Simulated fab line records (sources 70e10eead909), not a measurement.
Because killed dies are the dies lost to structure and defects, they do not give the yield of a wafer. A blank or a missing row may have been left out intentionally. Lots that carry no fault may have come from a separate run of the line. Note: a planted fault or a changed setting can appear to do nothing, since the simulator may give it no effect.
Chamber matching -- flow nand harc -- rie diel-01 running NHARC_A_CONTACT_STRIP_55: 4 sister chambers
The step strips in O2. 14 wafers are shown with their chamber, then 7 later ones without.

== EACH WAFER AND ITS CHAMBER ==
wafer,chamber,drypump motor current A (A),oes product au (a.u.),throttle valve pct (%)
L350.2,1,5.1,1.003,17.036
L350.3,3,5.8,1.011,17.048
L350.5,3,5.9,1.011,17.028
L351.1,1,5.0,0.989,17.026
L351.2,2,5.3,1.003,17.034
L351.3,3,5.9,1.009,17.030
L353.1,2,5.4,0.991,17.048
L353.2,1,5.1,0.999,17.036
L353.3,3,5.9,1.006,17.055
L352.1,1,5.1,1.004,17.037
L352.5,3,5.9,1.004,17.052
L352.6,2,5.4,1.001,17.036
L356.1,0,4.9,0.995,17.044
L356.4,1,5.1,0.997,17.049

SIGNATURES (means of the wafers above)
reading,chamber 0,chamber 1,chamber 2,chamber 3,scatter within a chamber
drypump motor current A,4.900,5.080,5.367,5.880,0.0476
oes product au,0.99500,0.99840,0.99833,1.00820,0.00514
throttle valve pct,17.04400,17.03680,17.03933,17.04260,0.0101
Rule: for each reading, subtract the chamber's mean from the wafer's reading, divide by that reading's scatter and square the result; add these up over the readings and take the root, which gives the wafer's distance from the chamber. The wafer belongs to the nearest chamber; if the next one is less than 2 further off, it can't be placed. The scatter: take each reading less its chamber's mean, square it, sum over the shown wafers, divide by the number of wafers less the number of chambers, and take the root.

== WAFERS MISSING THEIR CHAMBER ==
wafer,drypump motor current A (A),oes product au (a.u.),throttle valve pct (%)
L356.6,4.9,0.996,17.014
L354.3,4.9,1.002,17.032
L354.4,5.1,0.991,17.029
L354.6,5.9,1.007,17.034
L366.1,4.9,0.997,17.031
L366.5,5.9,1.009,17.023
L366.6,5.3,1.000,17.054

== CHAMBER TAKEN BY EACH ==
wafer,from the rows above,in truth
L356.6,can't be placed: 0 or 1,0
L354.3,0,0
L354.4,1,1
L354.6,3,3
L366.1,0,0
L366.5,3,3
L366.6,2,2
Correct placement for 6 of the 7. From these rows, 1 cannot be placed; in 1 the true chamber is one of the candidates. 0 placed wrongly.
